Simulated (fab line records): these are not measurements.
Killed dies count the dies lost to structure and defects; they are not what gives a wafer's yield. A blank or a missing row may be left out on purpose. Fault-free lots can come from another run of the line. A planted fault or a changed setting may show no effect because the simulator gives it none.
Struck lot and sound lot, side by side    flow n5Finfet    41 steps out of a route of 1938
Sound: these wafers, L255.1, L255.2, L255.3. Struck: wafer L266.5 (L266.2, L266.4, from the same lot, were not struck and are left out); the cause is given at the end.
Per side, at each step with rows, come the tool, then ch with its chambers, and then its first start. Under that, the readings that differ: sound wafers    struck wafers    difference of the means    sigmas: that difference in standard deviations of wafers without a fault.
alike: readings whose means differ by less than 2 such deviations, and words and numbers that are the same on both sides. not compared: withheld readings, readings that some wafer has no value for, bounds like >300 that may hide the same value, and numbers for which the record gives no deviation and whose values overlap.
The two part at a step that has a row with sigmas, a row that says differs or no value, or rows on one side only. Non-overlapping numbers with no deviation appear without sigmas and do not part them. Lack of a reading on every wafer of one side parts them only where that side has two or more wafers.

first, 1 step without rows for these wafers: N5_BEOL_M0_WET_ETCH_106 (etches SiO2 in DHF, target depth 130 nm, rinse time 30 s).
N5_BEOL_M0_ETCH_128: etches SiCN in CF4/N2, target depth 12 nm, overetch 5.1 nm, time 21.4 s.
  sound on rieDiel-01 ch 1,2,3, day 6 15:03; struck on rieDiel-01 ch 0, day 9 12:31
  alike: drypumpMotorCurrentA, oesProductAu, rfFwdPowerW, rfVppV, showerheadPlenumPTorr, throttleValvePct
  not compared: rfHoursCounterH
then, 2 steps without rows for these wafers: N5_BEOL_M0_TRENCH_ETCH_107 (etches SiOC in C4F6/O2, target depth 32.8 nm, time 16.4 s); N5_BEOL_M0_STRIP_142 (strips in N2/H2, time 10 s).
N5_BEOL_M0_OCD_MEAS_108:
  struck on ocd-02, day 9 12:40; sound on ocd-01, day 6 15:12
  alike: trenchDepthNm
then, 2 steps without rows for these wafers: N5_BEOL_M0_HM_STRIP_129 (strips TiN in peroxide tin strip, target depth 17 nm, time 108 s); N5_BEOL_M0_SRD_130 (time 30 s).
N5_BEOL_M0_ETCH_109: etches SiCN in CH3F/O2, target depth 8 nm, overetch 2.4 nm, time 27.4 s.
  sound on rieDiel-01 ch 0,1,3, day 6 15:26; struck on rieDiel-03 ch 2, day 9 12:46
reading                       sound           struck  difference  sigmas
showerheadPlenumPTorr (Torr)  1.90 1.98 2.08  2.14    +0.15       +2
  alike: drypumpMotorCurrentA, oesProductAu, rfFwdPowerW, rfVppV, throttleValvePct
  not compared: rfHoursCounterH
then, 4 steps without rows for these wafers: N5_BEOL_M0_STRIP_139 (strips in post etch residue remover, time 60 s); N5_BEOL_M0_SRD_111 (time 30 s); N5_BEOL_M0_DEGAS_112 (time 60 s); N5_BEOL_M0_PRE_CLEAN_113 (time 30 s).
N5_BEOL_M0_ALD_136: deposits TaN, pulse time 2 s, purge time 3 s, co reactant purge time 2 s.
  sound on aldMetal-04 ch 0,1,3, day 6 16:28; struck on aldMetal-03 ch 1, day 9 13:27
  alike: heaterPowerW
then, 3 steps without rows for these wafers: N5_BEOL_M0_SURFACE_TREAT_137; N5_BEOL_M0_CVD_115 (deposits Co from CCTBA/H2, time 120 s); N5_BEOL_M0_SPUTTER_116 (material Cu, target thk 4 nm, time 7.37 s).
N5_BEOL_M0_ANNEAL_117: time 60 s.
  struck on pvdSputter-02, day 9 15:39; sound on pvdSputter-01, day 6 17:43
  alike: heaterPowerW
then, 1 step without rows for these wafers: N5_BEOL_M0_SPUTTER_132 (material Cu, target thk 4 nm, time 7.37 s).
N5_BEOL_M0_ANNEAL_133: time 60 s.
  struck on pvdSputter-02, day 9 15:46; sound on pvdSputter-01, day 6 17:58
  alike: heaterPowerW
then, 7 steps without rows for these wafers: N5_BEOL_M0_SPUTTER_134 (material Cu, target thk 4 nm, time 7.37 s); N5_BEOL_M0_ANNEAL_135 (time 60 s); N5_BEOL_M0_SPUTTER_141 (material Cu, target thk 4 nm, time 7.37 s); N5_BEOL_M0_ECD_118 (material Cu, target thk 300 nm); N5_BEOL_M0_ANNEAL_119 (time 90 s); N5_BEOL_M0_CMP_120 (polishes, stops on SiOC, t overpolish 6.9 s); N5_BEOL_M0_PRE_CLEAN_131 (time 15 s).
N5_BEOL_M0_CO_CAP_123: material Co, precursor CCTBA/H2, target thk 2 nm, time 102.1 s.
  sound on cvdCo-01 ch 0,1,2, day 6 20:05; struck on cvdCo-01 ch 0, day 9 16:49
  alike: heaterPowerW
then, 2 steps without rows for these wafers: N5_BEOL_M0_PRE_CLEAN_124 (time 15 s); N5_BEOL_M0_DEP_125 (deposits SiCN from 3MS/NH3, target thk 8 nm, time 14 s).
N5_BEOL_M0_RS_MEAS_126: the measuring method here is four-point-probe.
  struck on filmMetro-02, day 9 17:01; sound on filmMetro-02, day 6 20:17
reading         sound              struck  difference  sigmas
M0_RS (ohm/sq)  0.562 0.580 0.537  0.505   -0.055      -3
then, 1 step without rows for these wafers: N5_BEOL_M1_ILD_DEP_00 (deposits SiOC from DEMS/O2, target thk 79 nm, time 15.3 s).
N5_BEOL_M1_THK_MEAS_01:
  struck on filmMetro-02, day 9 17:10; sound on filmMetro-01, day 6 20:25
  alike: M1_ILD_THK
then, 8 steps without rows for these wafers: N5_BEOL_M1_PECVD_72 (deposits SiO2 from TEOS/O2, target thk 16 nm, time 18 s); N5_BEOL_M1_HM_DEP_02 (deposits TiN, target thk 20 nm); N5_BEOL_M1_COAT_61 (time 60 s, resist thk 60 nm); N5_BEOL_M1_COAT_62 (time 60 s, resist thk 12 nm); N5_BEOL_M1_COAT_73 (time 60 s, resist thk 5 nm); N5_BEOL_M1_COAT_05 (resist thk 30 nm); N5_BEOL_M1_EBR_07; N5_BEOL_M1_SOFTBAKE_06 (time 60 s).
-- here the record skips 7 days between the struck wafers' starts before and after, leaving off in module BEOL_M1 and picking up in module PASSIVATION (first step shown: number 1936 of the route) --
N5_PASSIVATION_PROBE_49:
  struck on prober-01, day 16 13:29; sound on prober-02, day 14 04:13
reading                  sound           struck  difference  sigmas
defectLimitedYield (%)   91.1 91.0 91.9  79.9    -11.4       -8
killed_at_M0_to_M3       30 47 39        178     +139        +14
killedDies               105 106 96      237     +135        +8
sort_bin_5_function (%)  4.8 5.3 3.8     11.7    +7.1        +8
sortNPass                1075 1074 1084  943     -135        -8
sortYieldPct (%)         91.1 91.0 91.9  79.9    -11.4       -8
  alike: killed_at_M4_up, killedAtContacts, killedAtFrontEnd, killedAtOther, killedOpen, killedShort, sort_bin_6_memory, sort_bin_8_speed

## WHERE THEY PART
At N5_BEOL_M0_ETCH_109 first; at N5_PASSIVATION_PROBE_49 last (within this record only).

WHY: the cause the simulator had injected
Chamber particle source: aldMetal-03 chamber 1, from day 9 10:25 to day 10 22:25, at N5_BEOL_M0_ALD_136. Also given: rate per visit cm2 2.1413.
